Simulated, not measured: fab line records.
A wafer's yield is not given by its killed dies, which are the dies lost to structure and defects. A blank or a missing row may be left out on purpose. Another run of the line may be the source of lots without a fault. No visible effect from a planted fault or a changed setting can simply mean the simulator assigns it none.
Which tool was responsible? ; flow nand harc ; 24 lots, 72 wafers sampled, at 6 steps of a route of 1302

WHAT THE GAUGES SHOWED, per wafer
The record lacks any reading of a measuring or inspecting step that a usual standard deviation could be used to judge.

TOOL THAT RAN EACH LOT (tool first, then ch and the chambers of the sampled wafers, then the start)
lot;NHARC_A_STAIRCASE_TRIM_16;NHARC_A_STAIRCASE_TRIM_20;NHARC_A_STAIRCASE_ETCH_23;NHARC_A_STAIRCASE_ETCH_190;NHARC_A_STAIRCASE_ETCH_192;NHARC_A_STAIRCASE_TRIM_200
L074;rie diel-12 ch 0,1,3, day 15 18:56 or earlier;rie diel-10 ch 2,3, day 15 18:56;rie diel-10 ch 1,2,3, no start;rie diel-06 ch 1,3, no start;rie diel-06 ch 1,3, no start;rie diel-12 ch 0,1,3, no start
L075;rie diel-10 ch 0,1,3, day 16 00:34 or earlier;rie diel-12 ch 1,3, day 16 00:34;rie diel-12 ch 1,2, no start;rie diel-10 ch 0,1,2, no start;rie diel-10 ch 1,2,3, no start;rie diel-12 ch 0,3, no start
L078;rie diel-12 ch 1,2,3, day 17 05:07 or earlier;rie diel-06 ch 1,2,3, day 17 05:07;rie diel-06 ch 1,2,3, no start;rie diel-10 ch 1,2,3, no start;rie diel-10 ch 0,2,3, no start;rie diel-12 ch 0,2,3, no start
L076;rie diel-10 ch 0,1,3, day 17 05:22 or earlier;rie diel-12 ch 1,2,3, day 17 05:22;rie diel-12 ch 1,3, no start;rie diel-10 ch 0,2, no start;rie diel-10 ch 0,2,3, no start;rie diel-10 ch 0,1,3, no start
L077;rie diel-10 ch 1,2,3, day 17 07:32 or earlier;rie diel-06 ch 1,2, day 17 07:32;rie diel-06 ch 1,3, no start;rie diel-12 ch 0,2,3, no start;rie diel-12 ch 0,1,2, no start;rie diel-10 ch 0,2,3, no start
L079;rie diel-06 ch 3, day 17 16:04 or earlier;rie diel-12 ch 0,1,3, day 17 16:04;rie diel-12 ch 1,3, no start;rie diel-06 ch 2,3, no start;rie diel-06 ch 1,2, no start;rie diel-12 ch 1,3, no start
L080;rie diel-06 ch 1,3, day 18 02:49 or earlier;rie diel-12 ch 0,1,2, day 18 02:49;rie diel-12 ch 1,2, no start;rie diel-10 ch 2,3, no start;rie diel-10 ch 0,2,3, no start;rie diel-10 ch 0,1,3, no start
L081;rie diel-12 ch 1,3, day 18 02:27 or earlier;rie diel-12 ch 0,1,2, day 18 02:27;rie diel-12 ch 0,2,3, no start;rie diel-10 ch 1,2,3, no start;rie diel-10 ch 0,3, no start;rie diel-10 ch 0,2, no start
L084;rie diel-12 ch 1,2,3, day 19 05:41 or earlier;rie diel-06 ch 1,2, day 19 05:41;rie diel-06 ch 1,2, no start;rie diel-10 ch 0,2, no start;rie diel-10 ch 0,3, no start;rie diel-06 ch 0,3, no start
L082;rie diel-10 ch 0,1, day 19 11:10 or earlier;rie diel-12 ch 1,2,3, day 19 11:10;rie diel-12 ch 0,1, no start;rie diel-12 ch 1,2,3, no start;rie diel-12 ch 1,2,3, no start;rie diel-06 ch 0,1,2, no start
L083;rie diel-06 ch 0,1,3, day 19 11:20 or earlier;rie diel-06 ch 0,1,2, day 19 11:20;rie diel-06 ch 0,1,2, no start;rie diel-10 ch 0,1,3, no start;rie diel-10 ch 0,2,3, no start;rie diel-10 ch 0,1,3, no start
L085;rie diel-06 ch 1,2,3, day 20 21:54 or earlier;rie diel-12 ch 0,1, day 20 21:54;rie diel-12 ch 0,1,3, no start;rie diel-12 ch 2,3, no start;rie diel-12 ch 0,2, no start;rie diel-06 ch 1,2,3, no start
L086;rie diel-12 ch 1,2, day 20 21:46 or earlier;rie diel-10 ch 0,3, day 20 21:46;rie diel-10 ch 0,2,3, no start;rie diel-06 ch 1,2, no start;rie diel-06 ch 1,2,3, no start;rie diel-06 ch 1,2, no start
L087;rie diel-10 ch 0,2, day 21 10:01 or earlier;rie diel-12 ch 1,2, day 21 10:01;rie diel-12 ch 1,2,3, no start;rie diel-12 ch 1,2,3, no start;rie diel-12 ch 0,3, no start;rie diel-10 ch 2,3, no start
L088;rie diel-10 ch 2,3, day 21 18:50 or earlier;rie diel-06 ch 2,3, day 21 18:50;rie diel-06 ch 0,2,3, no start;rie diel-12 ch 0,1,2, no start;rie diel-12 ch 1,2,3, no start;rie diel-12 ch 0,2, no start
L089;rie diel-06 ch 1,2,3, day 21 23:52 or earlier;rie diel-10 ch 0,1,2, day 21 23:52;rie diel-10 ch 1,2,3, no start;rie diel-06 ch 1,2,3, no start;rie diel-06 ch 0,1,3, no start;rie diel-12 ch 0,2,3, no start
L091;rie diel-12 ch 1,2,3, day 22 09:50 or earlier;rie diel-12 ch 1,2,3, day 22 09:50;rie diel-12 ch 0,2, no start;rie diel-12 ch 1,2,3, no start;rie diel-12 ch 0,3, no start;rie diel-12 ch 0,1, no start
L090;rie diel-06 ch 0,1,3, day 22 13:22 or earlier;rie diel-06 ch 2,3, day 22 13:22;rie diel-06 ch 0,3, no start;rie diel-06 ch 0,2,3, no start;rie diel-06 ch 0,1,3, no start;rie diel-06 ch 0,2,3, no start
L092;rie diel-10 ch 2,3, day 23 00:58 or earlier;rie diel-10 ch 1,2,3, day 23 00:58;rie diel-10 ch 0,1, no start;rie diel-12 ch 0,1,3, no start;rie diel-12 ch 1,2,3, no start;rie diel-12 ch 0,2,3, no start
L093;rie diel-12 ch 0,2,3, day 23 01:52 or earlier;rie diel-12 ch 0,2,3, day 23 01:52;rie diel-12 ch 2,3, no start;rie diel-06 ch 1,3, no start;rie diel-06 ch 0,2, no start;rie diel-10 ch 1,3, no start
L094;rie diel-10 ch 0,1,2, day 24 07:29 or earlier;rie diel-12 ch 1,2, day 24 07:29;rie diel-12 ch 0,2,3, no start;rie diel-10 ch 0,2,3, no start;rie diel-10 ch 0,1,2, no start;rie diel-10 ch 0,2,3, no start
L095;rie diel-06 ch 0,1,2, day 24 07:47 or earlier;rie diel-06 ch 0,1,2, day 24 07:47;rie diel-06 ch 0,1,2, no start;rie diel-10 ch 1,2,3, no start;rie diel-10 ch 0,1,3, no start;rie diel-10 ch 0,2,3, no start
L096;rie diel-10 ch 1,2,3, day 24 17:19 or earlier;rie diel-12 ch 1,3, day 24 17:19;rie diel-12 ch 0,1,2, no start;rie diel-06 ch 0,1,2, no start;rie diel-06 ch 0,2,3, no start;rie diel-12 ch 1,2,3, no start
L097;rie diel-10 ch 2,3, day 25 07:59 or earlier;rie diel-10 ch 0,1,2, day 25 07:59;rie diel-10 ch 1,3, no start;rie diel-06 ch 0,1,3, no start;rie diel-06 ch 0,1, no start;rie diel-06 ch 1,2,3, no start
- NHARC_A_STAIRCASE_TRIM_16: chemistry O2, time 211.2 s.
- NHARC_A_STAIRCASE_TRIM_20: chemistry O2, time 211.2 s.
- NHARC_A_STAIRCASE_ETCH_23: etches the open film in C4F8/O2, target depth 100 nm, time 40.5 s.
- NHARC_A_STAIRCASE_ETCH_190: etches the open film in C4F8/O2, target depth 100 nm, time 40.5 s.
- NHARC_A_STAIRCASE_ETCH_192: etches the open film in C4F8/O2, target depth 100 nm, time 40.5 s.
- NHARC_A_STAIRCASE_TRIM_200: chemistry O2, time 211.2 s.

WHAT THE TOOLS THEMSELVES READ (means of the sampled wafers that have a number; where no wafer has one, the mark that the record gives instead)
NHARC_A_STAIRCASE_TRIM_16.
lot;tool;drypump motor current A (A);oes product au (a.u.);rf vpp V (V);showerhead plenum p Torr (Torr);throttle valve pct (%)
L074;rie diel-12;6.0;0.999;57.7;3.51;17.036
L075;rie diel-10;5.7;1.010;57.3;3.48;17.038
L078;rie diel-12;5.9;0.995;57.3;3.54;17.033
L076;rie diel-10;5.7;1.015;57.6;3.47;17.031
L077;rie diel-10;5.8;1.007;58.1;3.59;17.029
L079;rie diel-06;5.3;1.001;58.5;3.47;17.038
L080;rie diel-06;5.8;1.011;57.2;3.39;17.045
L081;rie diel-12;6.0;0.986;57.9;3.55;17.043
L084;rie diel-12;5.9;0.997;58.5;3.53;17.038
L082;rie diel-10;6.2;1.004;57.0;3.43;17.031
L083;rie diel-06;5.9;1.004;56.8;3.46;17.046
L085;rie diel-06;5.3;1.008;57.4;3.45;17.033
L086;rie diel-12;5.8;1.003;57.5;3.50;17.035
L087;rie diel-10;5.9;0.991;57.8;3.52;17.038
L088;rie diel-10;5.6;0.995;58.6;3.62;17.046
L089;rie diel-06;5.3;1.006;57.1;3.45;17.047
L091;rie diel-12;5.9;0.996;58.2;3.51;17.041
L090;rie diel-06;5.9;1.009;56.9;3.46;17.031
L092;rie diel-10;5.7;1.002;58.4;3.61;17.037
L093;rie diel-12;6.0;1.004;57.6;3.49;17.033
L094;rie diel-10;6.0;0.998;57.1;3.46;17.034
L095;rie diel-06;5.7;1.007;58.0;3.48;17.043
L096;rie diel-10;5.8;1.002;58.3;3.55;17.034
L097;rie diel-10;5.3;0.999;57.5;3.58;17.039

NHARC_A_STAIRCASE_TRIM_20.
lot;tool;drypump motor current A (A);oes product au (a.u.);rf vpp V (V);showerhead plenum p Torr (Torr);throttle valve pct (%)
L074;rie diel-10;5.6;0.998;58.4;3.64;17.030
L075;rie diel-12;6.0;0.996;57.8;3.56;17.034
L078;rie diel-06;5.3;1.012;57.2;3.47;17.039
L076;rie diel-12;5.9;1.002;57.6;3.54;17.039
L077;rie diel-06;5.1;1.003;57.8;3.50;17.035
L079;rie diel-12;6.0;0.993;57.5;3.50;17.038
L080;rie diel-12;5.9;0.991;58.1;3.49;17.033
L081;rie diel-12;5.9;0.987;58.3;3.49;17.029
L084;rie diel-06;5.1;1.012;58.2;3.49;17.038
L082;rie diel-12;5.9;0.986;58.1;3.52;17.035
L083;rie diel-06;5.7;1.007;58.0;3.50;17.033
L085;rie diel-12;6.0;0.994;57.9;3.45;17.036
L086;rie diel-10;5.4;0.999;58.1;3.39;17.043
L087;rie diel-12;5.8;1.001;57.0;3.50;17.039
L088;rie diel-06;5.1;1.012;57.5;3.49;17.050
L089;rie diel-10;6.0;0.992;57.7;3.47;17.040
L091;rie diel-12;5.9;1.006;57.7;3.51;17.035
L090;rie diel-06;4.8;1.002;58.2;3.53;17.035
L092;rie diel-10;5.8;0.999;58.0;3.56;17.035
L093;rie diel-12;6.0;1.005;58.1;3.49;17.037
L094;rie diel-12;5.9;0.992;57.4;3.49;17.040
L095;rie diel-06;5.7;1.004;58.2;3.48;17.038
L096;rie diel-12;6.0;1.002;57.7;3.49;17.039
L097;rie diel-10;6.0;0.996;57.1;3.46;17.036

NHARC_A_STAIRCASE_ETCH_23.
lot;tool;oes product au (a.u.);rf vpp V (V)
L074;rie diel-10;0.959;898
L075;rie diel-12;0.967;896
L078;rie diel-06;0.963;894
L076;rie diel-12;0.942;896
L077;rie diel-06;0.937;892
L079;rie diel-12;0.935;896
L080;rie diel-12;0.931;895
L081;rie diel-12;0.922;895
L084;rie diel-06;0.951;891
L082;rie diel-12;0.934;894
L083;rie diel-06;0.954;895
L085;rie diel-12;0.963;895
L086;rie diel-10;0.937;895
L087;rie diel-12;0.953;895
L088;rie diel-06;0.968;896
L089;rie diel-10;0.949;897
L091;rie diel-12;0.947;893
L090;rie diel-06;0.965;896
L092;rie diel-10;0.946;889
L093;rie diel-12;0.939;896
L094;rie diel-12;0.958;894
L095;rie diel-06;0.933;894
L096;rie diel-12;0.949;895
L097;rie diel-10;0.923;896

NHARC_A_STAIRCASE_ETCH_190.
lot;tool;oes product au (a.u.);rf vpp V (V)
L074;rie diel-06;0.962;894
L075;rie diel-10;0.956;895
L078;rie diel-10;0.942;898
L076;rie diel-10;0.936;895
L077;rie diel-12;0.940;895
L079;rie diel-06;0.937;896
L080;rie diel-10;0.934;900
L081;rie diel-10;0.939;898
L084;rie diel-10;0.943;890
L082;rie diel-12;0.941;897
L083;rie diel-10;0.961;894
L085;rie diel-12;0.936;896
L086;rie diel-06;0.951;892
L087;rie diel-12;0.944;896
L088;rie diel-12;0.942;894
L089;rie diel-06;0.946;893
L091;rie diel-12;0.945;895
L090;rie diel-06;0.942;896
L092;rie diel-12;0.952;894
L093;rie diel-06;0.947;890
L094;rie diel-10;0.924;895
L095;rie diel-10;0.928;896
L096;rie diel-06;0.949;894
L097;rie diel-06;0.951;893

NHARC_A_STAIRCASE_ETCH_192.
lot;tool;oes product au (a.u.);rf vpp V (V)
L074;rie diel-06;0.963;891
L075;rie diel-10;0.953;898
L078;rie diel-10;0.945;896
L076;rie diel-10;0.946;896
L077;rie diel-12;0.934;895
L079;rie diel-06;0.955;891
L080;rie diel-10;0.933;895
L081;rie diel-10;0.932;895
L084;rie diel-10;0.955;890
L082;rie diel-12;0.934;896
L083;rie diel-10;0.946;896
L085;rie diel-12;0.943;894
L086;rie diel-06;0.942;893
L087;rie diel-12;0.949;894
L088;rie diel-12;0.950;895
L089;rie diel-06;0.952;892
L091;rie diel-12;0.956;895
L090;rie diel-06;0.951;894
L092;rie diel-12;0.936;895
L093;rie diel-06;0.943;897
L094;rie diel-10;0.932;894
L095;rie diel-10;0.955;892
L096;rie diel-06;0.954;896
L097;rie diel-06;0.938;894

NHARC_A_STAIRCASE_TRIM_200.
lot;tool;drypump motor current A (A);oes product au (a.u.);rf vpp V (V);showerhead plenum p Torr (Torr);throttle valve pct (%)
L074;rie diel-12;6.0;0.991;57.2;3.51;17.036
L075;rie diel-12;6.1;0.992;58.1;3.49;17.029
L078;rie diel-12;6.0;0.994;56.4;3.52;17.042
L076;rie diel-10;5.7;1.001;57.4;3.47;17.043
L077;rie diel-10;5.5;1.000;58.1;3.52;17.032
L079;rie diel-12;6.0;0.986;58.1;3.55;17.041
L080;rie diel-10;5.7;1.010;57.8;3.46;17.036
L081;rie diel-10;5.7;1.009;57.6;3.42;17.033
L084;rie diel-06;5.6;1.005;58.1;3.51;17.035
L082;rie diel-06;5.7;1.004;57.6;3.50;17.046
L083;rie diel-10;5.7;1.001;56.9;3.46;17.047
L085;rie diel-06;5.3;1.008;57.5;3.45;17.029
L086;rie diel-06;5.5;1.007;56.5;3.41;17.040
L087;rie diel-10;5.6;0.999;57.2;3.62;17.035
L088;rie diel-12;5.9;0.999;57.9;3.48;17.031
L089;rie diel-12;6.0;1.008;57.5;3.49;17.035
L091;rie diel-12;6.0;1.002;56.4;3.44;17.043
L090;rie diel-06;5.4;1.015;58.0;3.53;17.032
L092;rie diel-12;6.0;1.007;57.7;3.49;17.028
L093;rie diel-10;6.0;0.994;57.4;3.51;17.050
L094;rie diel-10;5.5;0.997;58.1;3.49;17.044
L095;rie diel-10;5.6;1.002;56.7;3.49;17.041
L096;rie diel-12;5.9;0.995;57.5;3.50;17.027
L097;rie diel-06;5.3;1.010;57.7;3.43;17.035

THE ANSWER, worked out from the rows above alone
Rule: usual is defined by the lots themselves. The widest of any qualifying gaps counts: lots, ordered by their means at a reading, are off when they make up no more than a third of the lots, leave a main group of 4 or more, and stand apart from it by 3 or more times the standard deviation of that group's means. Not used: any main group whose means are identical at the precision the tables above print for the reading. A lot without any number at a reading at which 4 lots or more have one is off too. Where the step has rows for the other lots, those lots are counted as sound. First the gauges in route order, then the tools' own readings, where a lot's mean is used as printed above. The first step at which some lot is off is used, and at that step the reading that is off furthest; a lot without a number counts as furthest.
Across all readings shown, no lot is off: no conclusion can be drawn from this.

WHAT THE SIMULATOR PUT IN
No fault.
